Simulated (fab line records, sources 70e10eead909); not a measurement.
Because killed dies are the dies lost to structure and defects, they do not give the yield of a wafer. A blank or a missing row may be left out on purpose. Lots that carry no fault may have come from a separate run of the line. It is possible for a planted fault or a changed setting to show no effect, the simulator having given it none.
fab line records | flow nand-harc
[record] lots = 5 | wafers = 15 | last-day = 34
route steps=1302 shown A_STAIRCASE@837 END@1302
lots with no fault: from the same line, run without faults
start-h: start of the lot's first displayed wafer, in hours after the record's first day | wait-h: hours since the lot's step before | " unchanged from the row above | L1.1+2: one row covering several wafers at once | - no value present, or no start provided | * or withheld: withheld | < > ~ a bound
route shown NAME@n: a module of which the file shows steps, and the number in the route of the first | usual: the fault-free wafers' mean and standard deviation | same: alike in all rows | chamber/n: place in a boat | sites: readings site by site | _std_site: the standard deviation of these | _edge_site: the outer-site mean with the inner-site mean subtracted | radius-mm: for every site, how far away it sits from the centre of the wafer | mask NAME#n: copy n | behind: the last tool/chamber to shape the wafer | hold: why the lot was held/for how many hours/how that ended | device: which transistor (n, p or np) failed to switch | end of line: tests of these same wafers at the route's end | where a step has no rows: the recipe by itself | killed: dies that structure and defects cost at the first sort, which is not the same as the wafer's yield | map: a wafer's dies, x killed, . not, _ none there
set.NAME: setting as actually run; set.NAME@STEP: the setting as run at that earlier step | model.NAME: the simulator's own value behind a step, which no gauge read
a table for each step, a row for each wafer; lots at some steps of the route
services: the hour from which a tool's chamber was out of use, counted from the record's first day as start-h (under 0 if before that day), plus the number of hours and why
[[steps]]
[step NHARC_A_STAIRCASE_STRIP_317]
[recipe] time-s = 900 | temp-c = 130 | chemistry = SPM
[step NHARC_A_STAIRCASE_PRECLEAN_318]
[recipe] time-s = * | temp-c = 50 | bath-age-min = 0 | chemistry = SC1
[step NHARC_A_STAIRCASE_SRD_329]
[step NHARC_A_STAIRCASE_ALD_415]
[recipe] target-thk-a = 300 | pulse-time-s = 6 | ald-cycles = 300 | temp-c = 300 | material = SiO2
[usual] heater-power-w = 461/54 | precursor-pulse-height-rel = 1.001/0.021
lot.wafer | tool      | chamber | start-h | wait-h | heater-power-w | precursor-pulse-height-rel
L193.1    | ald-hk-02 | 3       | 384.65  | 0.1    | 420            | 1.019
L193.4    | "         | 1       | "       | "      | 434            | 1.030
L193.6    | "         | 3       | "       | "      | 429            | 0.998
L198.2    | ald-hk-01 | 3       | 425.50  | 0.1    | 349            | 1.020
L198.4    | "         | 1       | "       | "      | 495            | 0.992
L198.5    | "         | 0       | "       | "      | 446            | 1.025
L202.3    | ald-hk-02 | 1       | 479.72  | 0.1    | 435            | 1.019
L202.4    | "         | 3       | "       | "      | 422            | 1.030
L202.1    | "         | 0       | "       | "      | 564            | 0.946
L207.4    | ald-hk-02 | 3       | 523.50  | 0.1    | 434            | 1.033
L207.2    | "         | 0       | "       | "      | 565            | 1.009
L207.1    | "         | 2       | "       | "      | 462            | 0.987
L215.4    | ald-hk-01 | 3       | 630.88  | 2.3    | 357            | 0.990
L215.1    | "         | 2       | "       | "      | 521            | 0.984
L215.5    | "         | 0       | "       | "      | 447            | 0.982
[step NHARC_A_STAIRCASE_ETCHBACK_416]
[recipe] target-depth-a = 360 | time-s = 7.2 | c4f8-flow-sccm = withheld | o2-flow-sccm = 8 | ar-flow-sccm = withheld | rf-w = 600 | bias-w = 800 | chemistry = C4F8/O2/Ar
[step NHARC_A_STAIRCASE_STRIP_476]
[recipe] time-s = 20 | o2-flow-sccm = 500 | ar-flow-sccm = 0 | bias-w = 0 | chemistry = O2
[usual] drypump-motor-current-A = 5.8/0.55 | oes-product-au = 1.001/0.0088 | rf-vpp-V = 57.7/0.92 | showerhead-plenum-p-Torr = 3.52/0.17 | throttle-valve-pct = 17.037/0.0091
lot.wafer | tool        | chamber | start-h | wait-h | drypump-motor-current-A | oes-product-au | rf-hours-counter-h | rf-vpp-V | showerhead-plenum-p-Torr | throttle-valve-pct
L193.1    | rie-diel-05 | 2       | 388.53  | 0.1    | 6.3                     | 0.983          | 47                 | 57.0     | 3.37                     | 17.034
L193.6    | "           | 3       | "       | "      | 5.0                     | 0.994          | -                  | 55.9     | 3.28                     | 17.032
L193.4    | "           | 1       | "       | "      | 6.7                     | 0.998          | -                  | 58.1     | 3.43                     | 17.031
L198.2    | rie-diel-04 | 1       | 427.69  | 0.1    | 5.4                     | 1.013          | 23                 | 58.4     | 3.76                     | 17.039
L198.4    | "           | 2       | "       | "      | 5.7                     | 0.983          | 25                 | 58.9     | 3.53                     | 17.053
L198.5    | "           | 0       | "       | "      | 5.2                     | 1.018          | -                  | 56.4     | 3.34                     | 17.042
L202.1    | rie-diel-05 | 2       | 481.90  | 0.1    | 6.3                     | 0.999          | 12                 | 56.2     | 3.36                     | 17.034
L202.3    | "           | 3       | "       | "      | 4.9                     | 1.003          | 24                 | 58.2     | 3.79                     | 17.022
L202.4    | "           | 0       | "       | "      | 5.5                     | 1.006          | 28                 | 59.3     | 3.64                     | 17.033
L207.1    | rie-diel-05 | 3       | 525.65  | 0.1    | 5.0                     | 1.004          | 39                 | 57.9     | 3.79                     | 17.056
L207.2    | "           | 0       | "       | "      | 5.5                     | 0.994          | 44                 | 57.1     | 3.63                     | 17.036
L207.4    | "           | 1       | "       | "      | 6.6                     | 0.988          | 41                 | 57.2     | 3.40                     | 17.036
L215.4    | rie-diel-11 | 3       | 633.05  | 0.1    | 5.8                     | 1.005          | 4                  | 60.7     | 3.77                     | 17.039
L215.1    | "           | 1       | "       | "      | 5.8                     | 1.004          | 6                  | 56.6     | 3.61                     | 17.034
L215.5    | "           | 0       | "       | "      | 6.5                     | 0.993          | -                  | 57.6     | 3.44                     | 17.052
[step NHARC_A_STAIRCASE_DEP_417]
[recipe] target-thk-a = 600 | step-coverage-pct = 20 | temp-c = 400 | target-thk-nm = 60 | flow-sccm = 200 | rf-w = 450 | material = Si3N4
[step NHARC_A_STAIRCASE_WET_418]
[recipe] temp-c = 160 | target-depth-a = 200 | chemistry = H3PO4
[step NHARC_A_STAIRCASE_PRECLEAN_419]
[recipe] time-s = * | temp-c = 50 | bath-age-min = 0 | chemistry = SC1
[step NHARC_A_STAIRCASE_SRD_421]
[step NHARC_A_STAIRCASE_ALD_420]
[recipe] target-thk-a = 200 | pulse-time-s = 6 | ald-cycles = 200 | temp-c = 300 | material = SiO2
[step NHARC_A_STAIRCASE_CVD_552]
[recipe] target-thk-a = 400 | temp-c = 700 | pressure-mtorr = 300 | material = SiNx
[usual] pressure-mtorr = 300.1/0.58 | spike-tc-bottom-C = 721/3 | spike-tc-lower-C = 699.9/1.2 | zone-power-upper-pct = 11.0/0.61
lot.wafer | tool     | chamber | start-h | wait-h | pressure-mtorr | spike-tc-bottom-C | spike-tc-lower-C | zone-power-upper-pct
L193.1    | lpcvd-01 | 1       | 395.88  | -      | 300.2          | 721               | 700.1            | 10.1
L193.4    | "        | 1       | "       | "      | 299.4          | 723               | 700.0            | 10.3
L193.6    | "        | 1       | "       | "      | 300.6          | 722               | 700.0            | 10.2
L198.2    | lpcvd-01 | 0       | 437.54  | -      | 300.7          | 724               | 701.7            | 10.7
L198.4    | "        | 0       | "       | "      | 300.0          | 726               | 699.0            | 11.0
L198.5    | "        | 0       | "       | "      | 300.5          | 725               | 700.8            | 10.9
L202.1    | lpcvd-01 | 0       | 489.28  | -      | 300.2          | 726               | 701.6            | 10.9
L202.3    | "        | 0       | "       | "      | 301.1          | 725               | 700.2            | 10.7
L202.4    | "        | 0       | "       | "      | 299.8          | 723               | 699.3            | 10.9
L207.1    | lpcvd-01 | 0       | 533.01  | -      | 299.7          | 725               | 699.8            | 10.8
L207.2    | "        | 0       | "       | "      | 299.0          | 725               | 700.0            | 10.9
L207.4    | "        | 0       | "       | "      | 299.9          | 724               | 701.5            | 10.8
L215.1    | lpcvd-02 | 1       | 641.86  | -      | 300.6          | 717               | 699.4            | 11.7
L215.4    | "        | 1       | "       | "      | 300.6          | 717               | 698.3            | 11.8
L215.5    | "        | 1       | "       | "      | 300.4          | 717               | 699.4            | 11.8
[step NHARC_A_STAIRCASE_DEP_151]
[recipe] target-thk-a = 72000 | temp-c = 400 | target-thk-nm = 7200 | teos-flow-sccm = 200 | rf-w = 500 | material = SiO2
[usual] heater-power-w = 686/100
lot.wafer | tool     | chamber | start-h | wait-h | heater-power-w
L193.1    | pecvd-03 | 0       | 399.58  | 0.6    | 684
L193.6    | "        | 1       | "       | "      | 544
L193.4    | "        | 0       | "       | "      | 576
L198.2    | pecvd-04 | 0       | 441.10  | 0.4    | 871
L198.4    | "        | 0       | "       | "      | 727
L198.5    | "        | 1       | "       | "      | 605
L202.3    | pecvd-04 | 2       | 492.88  | 0.4    | 691
L202.1    | "        | 1       | "       | "      | 710
L202.4    | "        | 0       | "       | "      | 744
L207.2    | pecvd-04 | 2       | 536.68  | 0.5    | 745
L207.1    | "        | 0       | "       | "      | 936
L207.4    | "        | 0       | "       | "      | 755
L215.1    | pecvd-01 | 2       | 645.55  | 0.5    | 818
L215.5    | "        | 2       | "       | "      | 711
L215.4    | "        | 0       | "       | "      | 717
[step NHARC_A_STAIRCASE_ANNEAL_320]
[recipe] temp-c = 750 | time-s = 1800
[step NHARC_A_STAIRCASE_DEP_322]
[recipe] target-thk-a = 72000 | temp-c = 400 | target-thk-nm = 7200 | teos-flow-sccm = 200 | rf-w = 500 | material = SiO2
[usual] heater-power-w = 703/97
lot.wafer | tool     | chamber | start-h | wait-h | heater-power-w
L193.1    | pecvd-03 | 1       | 406.71  | 0.1    | 666
L193.4    | "        | 1       | "       | "      | 539
L193.6    | "        | 2       | "       | "      | 576
L198.2    | pecvd-01 | 0       | 448.90  | 0.1    | 877
L198.5    | "        | 1       | "       | "      | 670
L198.4    | "        | 2       | "       | "      | 664
L202.3    | pecvd-03 | 2       | 499.17  | 0.1    | 615
L202.1    | "        | 1       | "       | "      | 667
L202.4    | "        | 2       | "       | "      | 561
L207.1    | pecvd-04 | 2       | 546.81  | 0.2    | 696
L207.2    | "        | 0       | "       | "      | 920
L207.4    | "        | 0       | "       | "      | 745
L215.1    | pecvd-03 | 0       | 652.99  | 0.3    | 598
L215.5    | "        | 1       | "       | "      | 561
L215.4    | "        | 2       | "       | "      | 588
[step NHARC_A_STAIRCASE_ANNEAL_323]
[recipe] temp-c = 750 | time-s = 1800
[step NHARC_A_STAIRCASE_DEP_325]
[recipe] target-thk-a = 72000 | temp-c = 400 | target-thk-nm = 7200 | teos-flow-sccm = 200 | rf-w = 500 | material = SiO2
[step NHARC_A_STAIRCASE_ANNEAL_326]
[recipe] temp-c = 750 | time-s = 1800
[step NHARC_A_STAIRCASE_DEHYDRATE_433]
[recipe] temp-c = 150 | time-s = 120
[step NHARC_A_STAIRCASE_HMDS_434]
[recipe] time-s = 30
[step NHARC_A_STAIRCASE_COAT_435]
[recipe] spin-rpm = 1200
[step NHARC_A_STAIRCASE_SOFTBAKE_436]
[recipe] temp-c = 135 | time-s = 170
[step NHARC_A_STAIRCASE_EBR_437]
[step NHARC_A_STAIRCASE_EXPOSE_438]
[recipe] na = 0.5 | dose-mj = 28.97 | mask-id = STAIR_REV
[step NHARC_A_STAIRCASE_PEB_439]
[recipe] peb-temp-c = 115 | peb-time-s = 130
[step NHARC_A_STAIRCASE_DEVELOP_440]
[recipe] time-s = 140
[step NHARC_A_STAIRCASE_HARDBAKE_442]
[recipe] temp-c = 120 | time-s = 140
[step NHARC_A_STAIRCASE_DESCUM_443]
[recipe] time-s = 3 | o2-flow-sccm = 200 | ar-flow-sccm = 0 | bias-power-w = 0 | chemistry = O2
[step NHARC_A_STAIRCASE_ETCH_444]
[recipe] target-depth-a = 2.04e+05 | time-s = 6800 | c4f8-flow-sccm = 20 | o2-flow-sccm = 10 | ar-flow-sccm = withheld | rf-w = 600 | bias-w = 1000 | chemistry = C4F8/O2
[usual] oes-product-au = 0.940/0.022 | rf-vpp-V = 808/5.6
lot.wafer | tool        | chamber | start-h | wait-h | oes-product-au | rf-hours-counter-h | rf-vpp-V
L193.4    | rie-diel-05 | 0       | 423.34  | 0.1    | 0.979          | 2                  | 811
L193.1    | "           | 1       | "       | "      | 0.995          | 2                  | 805
L193.6    | "           | 0       | 425.25  | 2.0    | 0.982          | -                  | 810
L198.2    | rie-diel-05 | 0       | 467.17  | 0.1    | 0.937          | 22                 | 810
L198.5    | "           | 1       | 469.68  | 2.6    | 0.933          | -                  | 801
L198.4    | "           | 3       | "       | "      | 0.945          | -                  | 817
L202.1    | rie-diel-04 | 3       | 521.02  | 0.1    | 0.930          | 51                 | 806
L202.3    | "           | 2       | 522.29  | 1.3    | 0.907          | 51                 | 807
L202.4    | "           | 3       | "       | "      | 0.919          | -                  | 805
L207.1    | rie-diel-11 | 3       | 562.47  | 0.7    | 0.919          | 35                 | 815
L207.2    | "           | 0       | "       | "      | 0.921          | 40                 | 806
L207.4    | "           | 2       | "       | "      | 0.924          | -                  | 798
L215.4    | rie-diel-11 | 2       | 671.41  | 0.5    | 0.930          | 20                 | 814
L215.1    | "           | 3       | "       | "      | 0.929          | 18                 | 814
L215.5    | "           | 2       | 673.32  | 2.4    | 0.933          | -                  | 814
[step NHARC_A_STAIRCASE_STRIP_446]
[recipe] power-w = 1500 | temp-c = 250 | chemistry = O2
[step NHARC_A_STAIRCASE_STRIP_447]
[recipe] time-s = 900 | temp-c = 130 | chemistry = SPM
[step NHARC_A_STAIRCASE_PRECLEAN_448]
[recipe] time-s = * | temp-c = 50 | bath-age-min = 0 | chemistry = SC1
[step NHARC_A_STAIRCASE_SRD_449]
[step NHARC_A_STAIRCASE_CMP_450]
[recipe] target-thk-nm = 200 | material = SiO2
[step NHARC_A_STAIRCASE_CMP_152]
[step NHARC_END_SORT_01]
[recipe] temp-c = 25
[usual] killed-at-array = 64/16 | killed-at-other = 1.0/1.1 | killed-at-periphery = 3.5/2.3 | killed-dies = 69/17 | killed-open = 3.2/1.6 | killed-short = 2.4/1.6
[same] gross-dies = 677
lot.wafer | tool      | chamber | start-h | wait-h | killed-at-array | killed-at-other | killed-at-periphery | killed-dies | killed-open | killed-short
L193.1    | prober-01 | 0       | 558.42  | 2.5    | 80              | 3               | 5                   | 88          | 3           | 3
L193.4    | prober-01 | 0       | 560.84  | 3.4    | 76              | 1               | 5                   | 82          | 3           | 4
L193.6    | prober-01 | 0       | 562.45  | 4.0    | 71              | 1               | 6                   | 78          | 7           | 1
L198.2    | prober-02 | 0       | 602.11  | 2.8    | 79              | 1               | 2                   | 82          | 2           | 1
L198.4    | prober-02 | 0       | 603.71  | 3.4    | 75              | 2               | 1                   | 78          | 5           | 1
L198.5    | prober-02 | 0       | 604.51  | 3.7    | 71              | 1               | 4                   | 76          | 4           | 1
L202.1    | prober-01 | 0       | 651.40  | 2.5    | 62              | 4               | 4                   | 70          | 1           | 4
L202.3    | prober-01 | 0       | 653.00  | 3.1    | 48              | 6               | 3                   | 57          | 3           | 4
L202.4    | prober-01 | 0       | 653.80  | 3.4    | 49              | 2               | 7                   | 58          | 3           | 2
L207.1    | prober-02 | 0       | 707.01  | 2.5    | 668             | 0               | 9                   | 677         | 1           | 2
L207.2    | prober-02 | 0       | 707.80  | 2.8    | 669             | 0               | 8                   | 677         | 4           | 0
L207.4    | prober-02 | 0       | 709.39  | 3.4    | 670             | 2               | 5                   | 677         | 1           | 2
L215.1    | prober-02 | 0       | 810.61  | 2.5    | 76              | 1               | 1                   | 78          | 1           | 2
L215.4    | prober-02 | 0       | 813.02  | 3.4    | 74              | 1               | 4                   | 79          | 5           | 2
L215.5    | prober-02 | 0       | 813.82  | 3.7    | 58              | 0               | 4                   | 62          | 4           | 3
// killed by level:class
L193.1 A_CHANNEL_HOLE_D2:chamber-film-flake=34 A_SLIT:chamber-film-flake=22 A_CONTACT:chamber-film-flake=10 P_STI:chamber-film-flake=4 A_STAIRCASE:chamber-film-flake=3 THIN_TSV:chamber-film-flake=3 A_CHANNEL_FILL_D1:chamber-film-flake=2 A_CHANNEL_FILL_D1:geometric-particle:short=1
L193.4 A_CHANNEL_HOLE_D2:chamber-film-flake=36 A_SLIT:chamber-film-flake=17 A_CONTACT:chamber-film-flake=8 A_STAIRCASE:chamber-film-flake=4 A_DECK1_JOINT:geometric-particle:open=2 P_STI:chamber-film-flake=2 A_CHANNEL_FILL_D1:chamber-film-flake=2 A_CHANNEL_FILL_D2:chamber-film-flake=2
L193.6 A_CHANNEL_HOLE_D2:chamber-film-flake=33 A_SLIT:chamber-film-flake=17 A_STAIRCASE:chamber-film-flake=5 A_CONTACT:chamber-film-flake=5 P_STI:chamber-film-flake=3 A_ONON_D2:geometric-particle:open=2 A_M0:geometric-particle:open=2 A_CHANNEL_HOLE_D1:chamber-film-flake=2
L198.2 A_CHANNEL_HOLE_D1:chamber-film-flake=33 A_SLIT:chamber-film-flake=27 A_CHANNEL_HOLE_D2:chamber-film-flake=10 A_STAIRCASE:chamber-film-flake=4 P_STI:geometric-particle:open=1 A_CHANNEL_FILL_D1:geometric-particle:open=1 A_M0:geometric-particle:short=1 P_STI:chamber-film-flake=1
L198.4 A_CHANNEL_HOLE_D1:chamber-film-flake=27 A_SLIT:chamber-film-flake=25 A_CHANNEL_HOLE_D2:chamber-film-flake=9 A_CONTACT:chamber-film-flake=4 A_ZERO_WELL:chamber-film-flake=2 THIN_TSV:chamber-film-flake=2 A_SOURCE_PLATE:geometric-particle:short=1 A_ONON_D1:geometric-particle:open=1
L198.5 A_CHANNEL_HOLE_D1:chamber-film-flake=29 A_SLIT:chamber-film-flake=22 A_CHANNEL_HOLE_D2:chamber-film-flake=10 A_STAIRCASE:chamber-film-flake=3 A_CONTACT:chamber-film-flake=2 A_M0:chamber-film-flake=2 P_GATE:geometric-particle:open=1 P_CONTACT:geometric-particle:open=1
L202.1 A_SLIT:chamber-film-flake=37 A_CHANNEL_HOLE_D2:chamber-film-flake=8 A_CHANNEL_HOLE_D1:chamber-film-flake=5 A_CONTACT:chamber-film-flake=4 THIN_TSV:chamber-film-flake=4 A_CHANNEL_FILL_D1:chamber-film-flake=3 P_ZERO_WELL:chamber-film-flake=2 P_M2:chamber-film-flake=2
L202.3 A_SLIT:chamber-film-flake=29 A_CHANNEL_HOLE_D2:chamber-film-flake=7 THIN_TSV:chamber-film-flake=6 P_M2:chamber-film-flake=3 A_CHANNEL_HOLE_D2:geometric-particle:open=2 A_CHANNEL_FILL_D2:geometric-particle:short=2 A_ONON_D2:geometric-particle:open=1 A_SGD_CUT:geometric-particle:short=1
L202.4 A_SLIT:chamber-film-flake=28 A_CHANNEL_HOLE_D2:chamber-film-flake=7 P_M2:chamber-film-flake=4 A_CONTACT:chamber-film-flake=4 A_CHANNEL_HOLE_D1:chamber-film-flake=2 A_CHANNEL_FILL_D1:chamber-film-flake=2 A_STAIRCASE:chamber-film-flake=2 THIN_TSV:chamber-film-flake=2
L207.1 A_STAIRCASE:area-cvd=634 A_CHANNEL_HOLE_D2:chamber-film-flake=22 P_BONDPAD:chamber-film-flake=5 A_CHANNEL_HOLE_D1:chamber-film-flake=5 P_M0:chamber-film-flake=4 A_CHANNEL_FILL_D1:chamber-film-flake=2 A_STAIRCASE:chamber-film-flake=2 A_ONON_D2:geometric-particle:short=1
L207.2 A_STAIRCASE:area-cvd=631 A_CHANNEL_HOLE_D2:chamber-film-flake=20 A_CHANNEL_HOLE_D1:chamber-film-flake=7 A_SLIT:chamber-film-flake=6 P_BONDPAD:chamber-film-flake=5 A_WL_FILL:geometric-particle:open=2 P_M0:chamber-film-flake=2 A_DECK1_JOINT:geometric-particle:open=1
L207.4 A_STAIRCASE:area-cvd=623 A_CHANNEL_HOLE_D2:chamber-film-flake=26 A_CHANNEL_HOLE_D1:chamber-film-flake=12 A_SLIT:chamber-film-flake=4 P_M0:chamber-film-flake=3 THIN_TSV:chamber-film-flake=2 A_ONON_D1:geometric-particle:short=1 A_ONON_D2:geometric-particle:short=1
L215.1 A_CHANNEL_HOLE_D2:chamber-film-flake=36 A_CHANNEL_HOLE_D1:chamber-film-flake=16 A_SLIT:chamber-film-flake=7 A_CONTACT:chamber-film-flake=5 A_WL_FILL:chamber-film-flake=4 A_STAIRCASE:chamber-film-flake=3 A_DECK1_JOINT:chamber-film-flake=2 A_DECK1_JOINT:geometric-particle:short=1
L215.4 A_CHANNEL_HOLE_D2:chamber-film-flake=28 A_CHANNEL_HOLE_D1:chamber-film-flake=14 A_SLIT:chamber-film-flake=11 A_STAIRCASE:chamber-film-flake=4 A_WL_FILL:chamber-film-flake=4 A_CONTACT:chamber-film-flake=4 A_CHANNEL_FILL_D1:chamber-film-flake=2 A_DECK1_JOINT:chamber-film-flake=2
L215.5 A_CHANNEL_HOLE_D2:chamber-film-flake=18 A_CHANNEL_HOLE_D1:chamber-film-flake=13 A_CONTACT:chamber-film-flake=7 A_SLIT:chamber-film-flake=6 A_STAIRCASE:chamber-film-flake=4 P_GATE:chamber-film-flake=2 A_WL_FILL:chamber-film-flake=2 P_CONTACT:geometric-particle:open=1
// map L207.1 (x killed, . not)
____________x____________
_________xxxxxxx_________
_______xxxxxxxxxxx_______
______xxxxxxxxxxxxx______
_____xxxxxxxxxxxxxxx_____
____xxxxxxxxxxxxxxxxx____
____xxxxxxxxxxxxxxxxx____
___xxxxxxxxxxxxxxxxxxx___
___xxxxxxxxxxxxxxxxxxx___
__xxxxxxxxxxxxxxxxxxxxx__
__xxxxxxxxxxxxxxxxxxxxx__
_xxxxxxxxxxxxxxxxxxxxxxx_
_xxxxxxxxxxxxxxxxxxxxxxx_
_xxxxxxxxxxxxxxxxxxxxxxx_
_xxxxxxxxxxxxxxxxxxxxxxx_
_xxxxxxxxxxxxxxxxxxxxxxx_
xxxxxxxxxxxxxxxxxxxxxxxxx
xxxxxxxxxxxxxxxxxxxxxxxxx
xxxxxxxxxxxxxxxxxxxxxxxxx
xxxxxxxxxxxxxxxxxxxxxxxxx
xxxxxxxxxxxxxxxxxxxxxxxxx
_xxxxxxxxxxxxxxxxxxxxxxx_
_xxxxxxxxxxxxxxxxxxxxxxx_
_xxxxxxxxxxxxxxxxxxxxxxx_
_xxxxxxxxxxxxxxxxxxxxxxx_
_xxxxxxxxxxxxxxxxxxxxxxx_
__xxxxxxxxxxxxxxxxxxxxx__
__xxxxxxxxxxxxxxxxxxxxx__
___xxxxxxxxxxxxxxxxxxx___
___xxxxxxxxxxxxxxxxxxx___
____xxxxxxxxxxxxxxxxx____
____xxxxxxxxxxxxxxxxx____
_____xxxxxxxxxxxxxxx_____
______xxxxxxxxxxxxx______
_______xxxxxxxxxxx_______
_________xxxxxxx_________
____________x____________
// map L193.1 (x killed, . not)
____________.____________
_________......._________
_______..........._______
______.............______
_____..............._____
____.................____
____.....x.x.........____
___..x.x.x............___
___.........x.........___
__.......x...........x.__
__.....................__
_.x.....x...x..........._
_...................x.x._
_.........x..x.x....x..._
_......................._
_....................x.._
.........................
......x..................
.......x......x....xx....
.......x......x..xxxx....
.............xxx.xxxxx...
_..........x.x...xxxxxx._
_x...x.......xx.xxxx.xx._
_..........x.xx..xxx.x.._
_.............x..xx..x.._
_............xxx....x..._
__.......x.x...xx..xx..__
__.........xxx....x....__
___...........x.......___
___..........x..x.....___
____..............x..____
____...x.x...........____
_____..............._____
______...x....x....______
_______..........._______
_________......._________
____________.____________
[[services]]
tool        | chamber | start-h | hours | kind
rie-diel-04 | -       | 365.64  | 0.3   | repair
pecvd-03    | -       | 366.22  | 13.0  | pm
rie-diel-05 | 0       | 386.85  | 20.6  | repair
ald-hk-01   | -       | 404.67  | 0.7   | repair
rie-diel-05 | -       | 406.65  | 9.0   | pm
pecvd-03    | 0       | 413.59  | 3.8   | repair
rie-diel-11 | -       | 432.64  | 9.0   | pm
pecvd-04    | -       | 450.00  | 13.0  | pm
rie-diel-05 | 2       | 452.12  | 16.0  | repair
pecvd-01    | 1       | 464.36  | 8.1   | repair
pecvd-04    | -       | 483.89  | 0.4   | repair
pecvd-01    | -       | 492.12  | 13.0  | pm
rie-diel-04 | 0       | 518.99  | 65.0  | repair
ald-hk-02   | -       | 527.01  | 10.0  | pm
rie-diel-04 | -       | 533.58  | 9.0   | pm
pecvd-03    | -       | 547.30  | 13.0  | pm
pecvd-04    | -       | 549.49  | 2.3   | repair
rie-diel-05 | -       | 583.65  | 9.0   | pm
pecvd-01    | -       | 585.73  | 1.9   | repair
rie-diel-05 | 1       | 594.14  | 11.2  | repair
rie-diel-11 | -       | 609.92  | 9.0   | pm
rie-diel-04 | -       | 617.11  | 0.4   | repair
pecvd-04    | -       | 631.00  | 13.0  | pm
pecvd-04    | 0       | 672.73  | 20.9  | repair
[[key]]
[first-sign] step = NHARC_END_SORT_01 | reading = killed-at-array | direction = up | sigmas = 37 | usual = 64 | struck = 669
[effect] step = NHARC_END_SORT_01 | reading = killed-dies | direction = up | sigmas = 37 | usual = 69 | struck = 677
[more-kills-born-at] NHARC_A_STAIRCASE_CVD_552@lpcvd-01 = 1888
met-at NHARC_A_STAIRCASE_CVD_552
struck-wafers L207.1,L207.2,L207.4
later-rows-left-out L207.1,L207.2,L207.4
tester-left-out L207
onset-between 489.28 533.01
also-fits NHARC_A_STAIRCASE_ALD_415:ald-hk-02,NHARC_A_STAIRCASE_STRIP_476:rie-diel-05,NHARC_A_STAIRCASE_DEP_151:pecvd-04,NHARC_A_STAIRCASE_DEP_322:pecvd-04
[fault] kind = process-parameter-drift | tool = lpcvd-01 | chamber = 0 | onset-h = 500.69 | steps = NHARC_A_STAIRCASE_CVD_552 | channel = target-thk-a | offset = * | shape = step | end-h = 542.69 | acts-in = * | stated = *
// tester-left-out: of these lots the tester's yield and bins aren't shown, on N5 and GAA mostly nor the transistor test; their killed dies are dies lost to structure and defects alone, not to doping, threshold or leakage, so they don't give the yield
// later-rows-left-out: the simulator's readings of these wafers behind a module that went badly wrong aren't trusted and aren't shown, but for the sort
